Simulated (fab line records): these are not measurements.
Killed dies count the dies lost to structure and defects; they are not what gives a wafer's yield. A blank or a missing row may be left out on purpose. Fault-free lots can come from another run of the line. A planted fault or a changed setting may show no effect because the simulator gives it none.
Chamber matching	flow n5-finfet	cmp-02 running N5_GATE_CUT_CMP_61: 4 sister chambers
The step polishes, stops on SiNx, t overpolish 3 s. 8 wafers are shown with their chamber, then 9 later ones without.

WAFERS PAIRED WITH THEIR CHAMBERS
wafer	chamber	motor-current-A (A)
L087.1	3	10.6
L087.3	1	14.0
L088.2	3	10.9
L088.3	2	13.4
L088.6	0	12.2
L089.3	2	13.1
L089.4	0	12.3
L089.6	1	13.9

WAFERS WITH NO CHAMBER GIVEN
wafer	motor-current-A (A)
L094.2	13.6
L094.5	12.8
L094.6	11.8
L096.4	13.2
L096.5	13.9
L096.6	13.3
L097.1	11.0
L097.2	13.9
L097.5	13.6

WHICH CHAMBER EACH WENT THROUGH
wafer	from the rows above	in truth
L094.2	can't be placed: 1 or 2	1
L094.5	can't be placed: 2 or 0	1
L094.6	0	0
L096.4	2	2
L096.5	1	1
L096.6	2	2
L097.1	3	3
L097.2	1	1
L097.5	can't be placed: 1 or 2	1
6 of 9 placed correctly. Can't be placed from these rows: 3 (the true chamber is among the candidates in 2). Wrongly placed: 0.
How it was worked out, from the rows above alone: a wafer's distance from a chamber is the root of the sum, over the readings, of the square of ((its reading less the chamber's mean) divided by the reading's scatter). The wafer belongs to the nearest chamber; if the next one is less than 2 further off, it can't be placed. The mean given for a chamber averages the wafers shown for that chamber. The scatter: the root of (the sum of the squares of (reading less its chamber's mean) over the shown wafers, divided by (wafers less chambers)).
